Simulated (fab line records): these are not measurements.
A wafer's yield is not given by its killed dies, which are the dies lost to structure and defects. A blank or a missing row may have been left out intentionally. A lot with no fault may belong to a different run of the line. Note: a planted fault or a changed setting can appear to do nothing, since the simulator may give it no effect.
fab line records	flow n5Finfet	part 1 of 2: steps 1 to 22 of 30
record lots=5	wafers=15	lastDay=15
route steps=1938 shown BEOL_M8@1388 BEOL_M9@1401
lots with no fault: from the same line, run without faults
startH: the number of hours between the record's first day and the start of the first shown wafer of the lot	waitH: how many hours have passed since the lot's step before this one	" identical to the entry in the row above	L1.1+2: a single row standing in for several wafers	- no value present, or no start provided	* or withheld: withheld	< > ~ a bound
route shown NAME@n: NAME is a module with steps in the file, n the number in the route of the first one	usual: mean and standard deviation over wafers with no fault	same: alike in all rows	chamber/n: place in a boat	sites: each site's reading	_std_site: standard deviation across them	_edge_site: mean of outer sites minus mean of inner sites	radiusMm: how far each site lies from the wafer's centre	mask NAME#n: copy n	behind: tool/chamber where the wafer was last shaped	hold: cause of the lot's hold/its duration in hours/its outcome	device: which transistor (n, p or np) failed to switch	end of line: tests run on the same wafers once the route is complete	where a step has no rows: the recipe by itself	killed: not the wafer's yield, but the dies lost to structure and defects at the first sort	map: shows each die of a wafer: x if killed, . if not, _ if none is there
set.NAME: setting as actually run; set.NAME@STEP: the setting as run at that earlier step	model.NAME: the simulator's own value behind a step, which no gauge read
a table for each step, a row for each wafer; lots at some steps of the route
services: the hour from which a tool's chamber was out of use, counted from the record's first day as startH (under 0 if before that day), plus the number of hours and why
## steps
# step N5_BEOL_M8_PRE_CLEAN_45
# recipe gas=H2/He	timeS=30	tempC=250
# usual heaterPowerW=326/34	susceptorTempC=249.98/0.19
lot.wafer	tool	chamber	startH	waitH	heaterPowerW	susceptorTempC
L075.1	pvdSputter-01	-	219.16	0.0	321	249.97
L075.3	"	-	"	"	334	249.88
L075.4	"	-	"	"	341	250.23
L081.1	pvdSputter-03	-	245.51	0.0	312	250.11
L081.3	"	-	"	"	319	249.88
L081.4	"	-	"	"	304	250.28
L082.2	pvdSputter-03	-	258.04	0.0	420	250.03
L082.3	"	-	"	"	315	250.07
L082.6	"	-	"	"	313	250.12
L083.2	pvdSputter-01	-	262.45	0.0	335	250.06
L083.3	"	-	"	"	340	250.31
L083.5	"	-	"	"	337	249.74
L085.1	pvdSputter-02	-	279.72	0.0	374	249.58
L085.2	"	-	"	"	291	250.12
L085.4	"	-	"	"	308	250.20
# step N5_BEOL_M8_ALD_77
# recipe material=TaN	targetThkA=20	tempC=275	aldPrecursorFamily=PDMAT	aldCoReactant=NH3	pressureTorr=3	carrierFlowSccm=1500	pulseTimeS=2	purgeTimeS=3	coReactantPurgeTimeS=2	coReactantPulseTimeS=3	aldCycles=40	precursorVesselTempC=75	precursorVesselPressureTorr=26.25	precursorVesselCarrierSccm=1000
# usual heaterPowerW=428/45	precursorVesselTempC=75.01/0.13	susceptorTempC=274.98/0.17
lot.wafer	tool	chamber	startH	waitH	heaterPowerW	precursorVesselTempC	susceptorTempC
L075.1	aldMetal-03	1	219.22	0.0	430	74.96	275.12
L075.3	"	0	"	"	518	74.93	275.07
L075.4	"	2	"	"	386	75.11	274.82
L081.1	aldMetal-02	0	245.80	0.3	497	75.02	275.03
L081.3	"	1	"	"	469	75.08	274.99
L081.4	"	3	"	"	398	74.82	275.01
L082.2	aldMetal-01	2	258.12	0.1	390	75.04	274.80
L082.3	"	1	"	"	357	75.04	274.90
L082.6	"	3	"	"	388	75.06	274.85
L083.2	aldMetal-02	3	262.51	0.0	383	74.87	275.32
L083.3	"	0	"	"	478	74.94	274.98
L083.5	"	3	"	"	384	74.94	275.12
L085.1	aldMetal-02	0	279.80	0.1	501	74.94	275.10
L085.2	"	3	"	"	378	74.77	275.02
L085.4	"	1	"	"	470	75.27	275.00
# step N5_BEOL_M8_SURFACE_TREAT_79
# recipe gas=Ar	timeS=*	ionEnergyEv=*	ionCurrentMaCm2=0.5	pressureMtorr=*	arFlowSccm=30
# usual throttleValvePct=*
lot.wafer	tool	chamber	startH	waitH	throttleValvePct
L075.1	pvdSputter-01	-	219.60	0.2	*
L075.3	"	-	"	"	*
L075.4	"	-	"	"	*
L081.1	pvdSputter-03	-	246.15	0.2	*
L081.3	"	-	"	"	*
L081.4	"	-	"	"	*
L082.2	pvdSputter-03	-	258.46	0.2	*
L082.3	"	-	"	"	*
L082.6	"	-	"	"	*
L083.2	pvdSputter-02	-	262.87	0.2	*
L083.3	"	-	"	"	*
L083.5	"	-	"	"	*
L085.1	pvdSputter-02	-	280.10	0.2	*
L085.2	"	-	"	"	*
L085.4	"	-	"	"	*
# step N5_BEOL_M8_CVD_78
# recipe material=Co	targetThkA=20	tempC=withheld	precursor=CCTBA/H2	pressureTorr=30	timeS=142.3
lot.wafer	tool	chamber	startH	waitH
L075.1+3+4	cvdCo-02	1,2,0	219.72	0.1
L081.1+3+4	cvdCo-01	2,0,0	246.44	0.3
L082.2+3+6	cvdCo-01	1,0,0	258.75	0.3
L083.2+3+5	cvdCo-02	2,1,1	262.93	0.0
L085.1+2+4	cvdCo-02	1,0,1	280.18	0.1
# step N5_BEOL_M8_SPUTTER_48
# recipe material=Cu	targetThkA=100	tempC=-20	biasV=60	powerW=26000	chamberPressurePa=0.13	timeS=1.667
# usual susceptorTempC=-20.00/0.11	throttleValvePct=29.7/0.99
lot.wafer	tool	chamber	startH	waitH	susceptorTempC	throttleValvePct
L075.1	pvdSputter-01	-	219.88	0.1	-19.89	29.4
L075.3	"	-	"	"	-19.82	30.6
L075.4	"	-	"	"	-19.90	29.0
L081.1	pvdSputter-02	-	247.67	1.2	-20.03	29.4
L081.3	"	-	"	"	-20.08	30.3
L081.4	"	-	"	"	-20.09	29.1
L082.2	pvdSputter-01	-	259.09	0.3	-20.03	29.0
L082.3	"	-	"	"	-20.00	30.7
L082.6	"	-	"	"	-19.96	29.2
L083.2	pvdSputter-01	-	263.13	0.2	-19.96	28.7
L083.3	"	-	"	"	-19.86	28.7
L083.5	"	-	"	"	-19.98	28.6
L085.1	pvdSputter-02	-	280.54	0.3	-20.22	30.4
L085.2	"	-	"	"	-19.88	29.3
L085.4	"	-	"	"	-19.95	30.3
# step N5_BEOL_M8_ECD_50
# recipe material=Cu	targetThkA=3000
lot.wafer	tool	chamber	startH	waitH
L075.1+3+4	ecdCu-01	1,0,1	220.00	0.1
L081.1+3+4	ecdCu-02	1,0,1	247.79	0.1
L082.2+3+6	ecdCu-02	0,1,0	259.21	0.1
L083.2+3+5	ecdCu-01	0,1,1	263.25	0.1
L085.1+2+4	ecdCu-02	1,0,1	280.71	0.1
# step N5_BEOL_M8_ANNEAL_51
# recipe tempC=225	timeS=90	ambient=N2
# usual wafer_temp_C_max=226.0/0.35
lot.wafer	tool	chamber	startH	waitH	wafer_temp_C_max
L075.1	rtpAnneal-01	0	220.26	0.2	225.6
L075.3	"	0	"	"	225.8
L075.4	"	0	"	"	225.6
L081.1	rtpAnneal-01	0	247.88	0.1	225.6
L081.3	"	0	"	"	225.7
L081.4	"	0	"	"	225.6
L082.2	rtpAnneal-01	0	259.48	0.3	225.9
L082.3	"	0	"	"	225.5
L082.6	"	0	"	"	225.9
L083.2	rtpAnneal-01	0	263.39	0.1	225.7
L083.3	"	0	"	"	225.9
L083.5	"	0	"	"	225.6
L085.1	rtpAnneal-01	0	281.00	0.3	226.0
L085.2	"	0	"	"	225.8
L085.4	"	0	"	"	226.0
# step N5_BEOL_M8_CMP_52
# recipe stopOn=SiCOH_lowk	tOverpolishS=6.9	downForcePsi=1	platenRpm=50	clearingPlatenDownForcePsi=1.5	clearingPlatenRpm=50	postCmpClean=cuAlkaline	targetThkNm=80	clearingPlatenPadVelocityMS=0.99484	padVelocityMS=0.99484
# usual barrierFieldEndpointS=28.9/0.76	headPressurePsi=1.0000/0.0024	motorCurrentA=5.9/0.52	overpolishRunS=6.899/0.01	timeToEndpointS=62.0/2.8
lot.wafer	tool	chamber	startH	waitH	barrierFieldEndpointS	headPressurePsi	motorCurrentA	overpolishRunS	timeToEndpointS
L075.1	cmp-04	2	220.56	0.3	27.8	0.9982	6.1	6.909	61.1
L075.4	"	3	"	"	29.8	0.9954	6.6	6.896	68.8
L075.3	"	0	"	"	28.6	0.9985	5.8	6.919	61.6
L081.1	cmp-04	2	248.35	0.4	28.1	0.9996	6.3	6.898	57.6
L081.3	"	3	"	"	29.5	1.0013	6.0	6.888	64.8
L081.4	"	1	"	"	28.7	1.0004	6.0	6.893	60.0
L082.2	cmp-04	2	259.77	0.2	27.5	1.0032	6.1	6.903	60.3
L082.3	"	3	"	"	29.7	0.9952	6.2	6.896	65.0
L082.6	"	2	"	"	29.4	1.0037	6.0	6.920	59.3
L083.3	cmp-04	2	263.71	0.2	28.6	1.0017	6.2	6.898	62.3
L083.2	"	3	"	"	29.5	1.0035	6.0	6.884	66.4
L083.5	"	0	"	"	29.3	0.9996	6.1	6.897	66.0
L085.4	cmp-04	2	281.30	0.1	28.9	0.9992	5.9	6.923	62.2
L085.1	"	3	"	"	29.2	1.0023	5.9	6.898	65.9
L085.2	"	1	"	"	29.9	0.9960	6.1	6.906	65.8
# step N5_BEOL_M8_THK_MEAS_53
# recipe thkMeasGauge=xrf	reads=Cu_of_BEOL_M8_ECD_50
# usual M8_THK=79.5/1.8
lot.wafer	tool	chamber	startH	waitH	M8_THK[nm]
L075.1	filmMetro-01	-	220.85	-	76.1
L075.3	"	-	"	"	77.6
L075.4	"	-	"	"	79.4
L081.1	filmMetro-01	-	248.65	-	79.3
L081.3	"	-	"	"	80.8
L081.4	"	-	"	"	77.4
L082.2	filmMetro-01	-	260.03	-	80.7
L082.3	"	-	"	"	81.0
L082.6	"	-	"	"	81.4
L083.2	filmMetro-02	-	263.93	-	84.3
L083.3	"	-	"	"	77.5
L083.5	"	-	"	"	82.0
L085.1	filmMetro-02	-	281.59	-	82.1
L085.2	"	-	"	"	82.2
L085.4	"	-	"	"	81.0
# step N5_BEOL_M8_PRE_CLEAN_55
# recipe gas=NH3	timeS=15	tempC=withheld	rfPowerW=300
# usual rfFwdPowerW=294.8/1.4
lot.wafer	tool	chamber	startH	waitH	rfFwdPowerW
L075.1	pecvd-04	0	220.89	0.0	296.6
L075.3	"	2	"	"	295.6
L075.4	"	0	"	"	297.1
L081.1	pecvd-04	2	248.68	0.0	294.2
L081.3	"	0	"	"	296.3
L081.4	"	0	"	"	297.9
L082.2	pecvd-01	1	260.06	0.0	295.8
L082.3	"	2	"	"	292.5
L082.6	"	1	"	"	296.1
L083.2	pecvd-03	0	263.97	0.0	295.2
L083.3	"	1	"	"	292.3
L083.5	"	0	"	"	294.4
L085.1	pecvd-01	2	281.63	0.0	293.1
L085.2	"	0	"	"	293.7
L085.4	"	2	"	"	293.0
# step N5_BEOL_M8_DEP_56
# recipe material=SiCN	targetThkA=100	tempC=withheld	precursor=3MS/NH3	pressureTorr=3	rfW=202	timeS=17.5
# usual rfFwdPowerW=199.7/0.81	showerheadPlenumPTorr=3.661/0.013	throttleValvePct=9.0/0.46
lot.wafer	tool	chamber	startH	waitH	rfFwdPowerW	showerheadPlenumPTorr	throttleValvePct
L075.1	pecvd-04	0	220.91	0.0	200.1	3.665	9.8
L075.3	"	2	"	"	199.6	3.665	8.8
L075.4	"	0	"	"	199.9	3.658	9.6
L081.1	pecvd-04	2	248.71	0.0	198.8	3.664	8.7
L081.3	"	0	"	"	201.2	3.660	9.5
L081.4	"	0	"	"	200.6	3.658	9.6
L082.2	pecvd-01	1	260.09	0.0	200.2	3.651	9.0
L082.3	"	2	"	"	198.8	3.662	8.9
L082.6	"	1	"	"	200.6	3.655	8.9
L083.2	pecvd-03	0	263.99	0.0	199.4	3.661	9.6
L083.3	"	1	"	"	199.5	3.679	9.2
L083.5	"	0	"	"	199.3	3.668	9.5
L085.1	pecvd-01	2	281.66	0.0	199.4	3.655	8.7
L085.2	"	0	"	"	200.0	3.631	9.2
L085.4	"	2	"	"	199.2	3.659	8.4
# step N5_BEOL_M8_RS_MEAS_57
# recipe thkMeasGauge=four-point-probe	reads=Cu_of_BEOL_M8_ECD_50+Co_of_BEOL_M8_CVD_78+TaN_of_BEOL_M8_ALD_77
# usual M8_RS=0.284/0.007
lot.wafer	tool	chamber	startH	waitH	M8_RS[ohm/sq]
L075.1	filmMetro-02	-	220.98	0.1	0.295
L075.3	"	-	"	"	0.287
L075.4	"	-	"	"	0.281
L081.1	filmMetro-01	-	248.78	0.1	0.282
L081.3	"	-	"	"	0.276
L081.4	"	-	"	"	0.289
L082.2	filmMetro-02	-	260.17	0.1	0.281
L082.3	"	-	"	"	0.279
L082.6	"	-	"	"	0.279
L083.2	filmMetro-01	-	264.06	0.1	0.269
L083.3	"	-	"	"	0.296
L083.5	"	-	"	"	0.275
L085.1	filmMetro-02	-	281.72	0.1	0.273
L085.2	"	-	"	"	0.275
L085.4	"	-	"	"	0.280
# step N5_BEOL_M8_INSPECT_58
# recipe inspectInstrument=darkfield	mode=postDep
# usual rawDefectCount=74/25
lot.wafer	tool	chamber	startH	waitH	rawDefectCount
L075.1	defectInspect-02	-	221.01	0.0	85
L075.3	"	-	"	"	70
L075.4	"	-	"	"	89
L081.1	defectInspect-01	-	248.80	0.0	50
L081.3	"	-	"	"	71
L081.4	"	-	"	"	53
L082.2	defectInspect-01	-	260.20	0.0	72
L082.3	"	-	"	"	86
L082.6	"	-	"	"	55
L083.2	defectInspect-01	-	264.09	0.0	67
L083.3	"	-	"	"	111
L083.5	"	-	"	"	60
L085.1	defectInspect-01	-	281.75	0.0	57
L085.2	"	-	"	"	79
L085.4	"	-	"	"	64
# step N5_BEOL_M9_ILD_DEP_00
# recipe material=SiCOH_lowk	targetThkA=3085.1	tempC=300	precursor=DEMS/porogen	pressureTorr=5	rfW=500	timeS=58
# usual heaterPowerW=287/42	rfFwdPowerW=495.7/1.7	showerheadPlenumPTorr=5.742/0.016	susceptorTempC=300.00/0.21	throttleValvePct=13.9/0.81
lot.wafer	tool	chamber	startH	waitH	heaterPowerW	rfFwdPowerW	showerheadPlenumPTorr	susceptorTempC	throttleValvePct
L075.1	pecvd-03	1	221.04	0.0	248	497.8	5.752	300.20	14.0
L075.3	"	0	"	"	255	496.6	5.763	300.04	14.4
L075.4	"	1	"	"	251	497.0	5.739	300.13	14.2
L081.1	pecvd-03	1	248.84	0.0	238	493.0	5.749	300.11	14.4
L081.3	"	2	"	"	241	496.3	5.762	300.05	12.8
L081.4	"	0	"	"	261	497.6	5.744	299.77	14.4
L082.2	pecvd-03	0	260.23	0.0	283	496.9	5.742	299.81	14.6
L082.3	"	1	"	"	236	497.5	5.751	300.03	14.4
L082.6	"	2	"	"	218	494.1	5.741	299.83	12.8
L083.2	pecvd-01	0	264.13	0.0	376	497.2	5.709	300.25	14.0
L083.3	"	2	"	"	259	495.4	5.715	299.76	13.3
L083.5	"	2	"	"	257	496.4	5.735	299.75	13.5
L085.1	pecvd-02	2	281.79	0.0	234	491.4	5.732	299.26	12.0
L085.2	"	0	"	"	347	496.1	5.748	299.98	14.4
L085.4	"	1	"	"	337	498.6	5.755	299.97	14.2
# step N5_BEOL_M9_CURE_71
# recipe tempC=385	timeS=240	ambient=He/Ar	material=SiCOH_lowk
# usual lampPowerPct=52.31/0.047	wafer_temp_C_max=386.8/0.87
lot.wafer	tool	chamber	startH	waitH	lampPowerPct	wafer_temp_C_max
L075.1	uvCure-01	0	221.15	0.1	52.26	387.7
L075.3	"	0	"	"	52.30	386.7
L075.4	"	0	"	"	52.40	387.7
L081.1	uvCure-02	0	248.92	0.0	52.22	386.7
L081.3	"	0	"	"	52.35	385.7
L081.4	"	0	"	"	52.29	386.0
L082.2	uvCure-01	2	260.39	0.1	52.38	387.4
L082.3	"	2	"	"	52.34	388.2
L082.6	"	2	"	"	52.31	387.7
L083.2	uvCure-01	1	264.28	0.1	52.36	387.8
L083.3	"	1	"	"	52.34	388.6
L083.5	"	1	"	"	52.38	388.7
L085.1	uvCure-03	0	281.87	0.0	52.29	388.0
L085.2	"	0	"	"	52.25	388.0
L085.4	"	0	"	"	52.25	388.1
# step N5_BEOL_M9_THK_MEAS_01
# recipe reads=SiCOH_lowk_of_BEOL_M9_ILD_DEP_00
# usual M9_ILD_THK=269/3.4
lot.wafer	tool	chamber	startH	waitH	M9_ILD_THK[nm]
L075.1	filmMetro-02	-	221.66	0.4	269
L075.3	"	-	"	"	270
L075.4	"	-	"	"	275
L081.1	filmMetro-01	-	249.91	0.8	268
L081.3	"	-	"	"	265
L081.4	"	-	"	"	270
L082.2	filmMetro-02	-	260.83	0.4	266
L082.3	"	-	"	"	272
L082.6	"	-	"	"	270
L083.2	filmMetro-01	-	264.72	0.4	264
L083.3	"	-	"	"	264
L083.5	"	-	"	"	267
L085.1	filmMetro-02	-	282.38	0.4	266
L085.2	"	-	"	"	263
L085.4	"	-	"	"	269
# step N5_BEOL_M9_PECVD_70
# recipe material=SiO2	targetThkA=200	tempC=400	precursor=TEOS/O2	pressureTorr=5.5	rfW=450	teosFlowSccm=53.8	gas=O2	flowSccm=3000	timeS=22.7
# usual heaterPowerW=705/71	rfFwdPowerW=444.6/2.3	showerheadPlenumPTorr=8.76/0.071	susceptorTempC=400.00/0.21	throttleValvePct=22.2/1.2
lot.wafer	tool	chamber	startH	waitH	heaterPowerW	rfFwdPowerW	showerheadPlenumPTorr	susceptorTempC	throttleValvePct
L075.1	pecvd-01	2	221.70	0.0	694	443.1	8.74	400.07	21.1
L075.3	"	0	"	"	774	445.6	8.63	399.97	22.7
L075.4	"	0	"	"	772	445.4	8.65	399.82	22.4
L081.1	pecvd-02	2	249.95	0.0	672	441.5	8.76	400.20	19.6
L081.3	"	0	"	"	684	446.4	8.82	400.11	23.2
L081.4	"	0	"	"	681	444.9	8.84	400.10	23.1
L082.2	pecvd-01	1	260.86	0.0	675	447.8	8.71	400.16	22.6
L082.3	"	0	"	"	734	448.2	8.63	399.95	22.4
L082.6	"	2	"	"	678	442.4	8.75	399.83	21.3
L083.2	pecvd-01	0	264.75	0.0	812	444.9	8.64	399.99	22.8
L083.3	"	2	"	"	653	443.3	8.76	399.99	21.2
L083.5	"	0	"	"	804	445.0	8.65	400.01	22.6
L085.1	pecvd-02	1	282.41	0.0	695	445.7	8.83	399.75	23.1
L085.2	"	0	"	"	733	445.0	8.80	400.02	23.1
L085.4	"	1	"	"	711	445.4	8.84	399.92	23.4
# step N5_BEOL_M9_HM_DEP_02
# recipe material=TiN	targetThkA=200	tempC=25	chamberPressurePa=0.49996
# usual susceptorTempC=25.00/0.11	throttleValvePct=29.7/1.1
lot.wafer	tool	chamber	startH	waitH	susceptorTempC	throttleValvePct
L075.1	pvdSputter-03	-	223.48	1.8	25.04	28.3
L075.3	"	-	"	"	25.04	31.7
L075.4	"	-	"	"	25.08	31.4
L081.1	pvdSputter-03	-	250.92	1.0	25.09	31.7
L081.3	"	-	"	"	25.09	29.7
L081.4	"	-	"	"	25.07	31.5
L082.2	pvdSputter-01	-	261.47	0.6	24.84	28.7
L082.3	"	-	"	"	25.02	30.8
L082.6	"	-	"	"	25.07	29.3
L083.2	pvdSputter-02	-	265.57	0.8	24.88	29.3
L083.3	"	-	"	"	25.11	30.7
L083.5	"	-	"	"	24.92	29.3
L085.1	pvdSputter-01	-	282.94	0.5	24.82	29.1
L085.2	"	-	"	"	25.08	28.7
L085.4	"	-	"	"	24.84	28.6
# step N5_BEOL_M9_COAT_59
# recipe resist=SOC	tempC=250	timeS=60	spinRpm=1500	resistThkNm=100
# usual chillPlateTempC=23.01/0.11	plateTempC=250.00/0.18
lot.wafer	tool	chamber	startH	waitH	chillPlateTempC	plateTempC
L075.1	lithoTrack-05	0	223.61	0.1	23.05	250.06
L075.3	"	0	"	"	23.02	249.94
L075.4	"	0	"	"	23.10	250.36
L081.1	lithoTrack-02	0	251.05	0.1	23.00	249.98
L081.3	"	0	"	"	23.00	250.05
L081.4	"	0	"	"	22.99	249.98
L082.2	lithoTrack-05	0	261.60	0.1	23.04	249.85
L082.3	"	0	"	"	23.07	250.14
L082.6	"	0	"	"	23.02	250.02
L083.2	lithoTrack-05	0	265.69	0.1	22.96	250.32
L083.3	"	0	"	"	22.99	249.94
L083.5	"	0	"	"	22.88	250.08
L085.1	lithoTrack-04	0	283.06	0.1	23.11	250.31
L085.2	"	0	"	"	22.90	249.84
L085.4	"	0	"	"	22.86	250.34
# step N5_BEOL_M9_COAT_60
# recipe resist=SiARC	tempC=220	timeS=60	spinRpm=1500	resistThkNm=30
# usual chillPlateTempC=22.99/0.11	plateTempC=220.00/0.16
lot.wafer	tool	chamber	startH	waitH	chillPlateTempC	plateTempC
L075.1	lithoTrack-05	0	-	-	22.96	220.10
L075.3	"	0	"	"	23.08	219.97
L075.4	"	0	"	"	22.93	219.85
L081.1	lithoTrack-02	0	-	-	23.09	219.94
L081.3	"	0	"	"	22.95	219.72
L081.4	"	0	"	"	22.89	220.00
L082.2	lithoTrack-05	0	-	-	23.05	220.00
L082.3	"	0	"	"	23.09	220.16
L082.6	"	0	"	"	23.07	219.84
L083.2	lithoTrack-05	0	-	-	23.05	220.28
L083.3	"	0	"	"	23.10	220.06
L083.5	"	0	"	"	23.00	220.16
L085.1	lithoTrack-04	0	-	-	23.15	220.19
L085.2	"	0	"	"	23.33	220.14
L085.4	"	0	"	"	23.12	220.01
# step N5_BEOL_M9_COAT_05
# recipe resist=CAR-ArF	spinRpm=1500	resistThkNm=90
# usual chillPlateTempC=23.00/0.11
lot.wafer	tool	chamber	startH	waitH	chillPlateTempC
L075.1	lithoTrack-05	0	-	-	23.04
L075.3	"	0	"	"	23.07
L075.4	"	0	"	"	22.97
L081.1	lithoTrack-02	0	-	-	23.01
L081.3	"	0	"	"	23.23
L081.4	"	0	"	"	23.05
L082.2	lithoTrack-05	0	-	-	22.92
L082.3	"	0	"	"	23.00
L082.6	"	0	"	"	22.95
L083.2	lithoTrack-05	0	-	-	22.95
L083.3	"	0	"	"	22.79
L083.5	"	0	"	"	22.96
L085.1	lithoTrack-04	0	-	-	22.91
L085.2	"	0	"	"	22.97
L085.4	"	0	"	"	22.98
# step N5_BEOL_M9_EBR_07
# recipe solvent=PGMEA	ebrWidthMm=1.5
# usual chillPlateTempC=23.01/0.12
lot.wafer	tool	chamber	startH	waitH	chillPlateTempC
L075.1	lithoTrack-05	0	-	-	22.90
L075.3	"	0	"	"	23.06
L075.4	"	0	"	"	23.02
L081.1	lithoTrack-02	0	-	-	22.96
L081.3	"	0	"	"	22.96
L081.4	"	0	"	"	22.84
L082.2	lithoTrack-05	0	-	-	22.87
L082.3	"	0	"	"	22.90
L082.6	"	0	"	"	23.04
L083.2	lithoTrack-05	0	-	-	23.14
L083.3	"	0	"	"	23.23
L083.5	"	0	"	"	23.29
L085.1	lithoTrack-04	0	-	-	23.05
L085.2	"	0	"	"	23.05
L085.4	"	0	"	"	22.96
